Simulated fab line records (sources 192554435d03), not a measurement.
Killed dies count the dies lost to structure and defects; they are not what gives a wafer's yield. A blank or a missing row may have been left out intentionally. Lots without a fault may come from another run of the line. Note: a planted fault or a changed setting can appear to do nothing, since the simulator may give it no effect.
Matching of chambers ; flow n5_finfet ; 4 sister chambers for N5_BEOL_M15_ETCH_57 on rie_diel-05
The step etches SOC in N2/H2, time 750 s. 4 wafers are shown with their chamber, then 8 later ones without.

## WAFERS WITH THEIR CHAMBER
wafer;chamber;showerhead_plenum_p_Torr (Torr)
L088.5;2;2.44
L086.5;1;2.52
L086.6;0;2.73
L093.1;3;2.68

## WAFERS WHOSE CHAMBER IS MISSING
wafer;showerhead_plenum_p_Torr (Torr)
L093.2;2.44
L093.4;2.52
L096.1;2.67
L096.2;2.52
L096.4;2.72
L097.2;2.52
L097.3;2.44
L097.5;2.72

## THE CHAMBER EACH PASSED THROUGH
wafer;from the rows above;in truth
L093.2;2;2
L093.4;1;1
L096.1;3;3
L096.2;1;1
L096.4;0;0
L097.2;1;1
L097.3;2;2
L097.5;0;0
Placed correctly: 8 of 8. Number that these rows cannot place: 0. 0 placed wrongly.
How it was worked out, from the rows above alone: a wafer's distance from a chamber is the root of the sum, over the readings, of the square of ((its reading less the chamber's mean) divided by the reading's scatter). If the next closest chamber is less than 2 further off than the closest, the wafer can't be placed; otherwise it belongs to the closest. For every chamber, the mean is computed from those of its wafers that are shown. The scatter: with one shown wafer a chamber, the root of the mean of the squares of how far each hidden wafer lies from its nearest shown one.
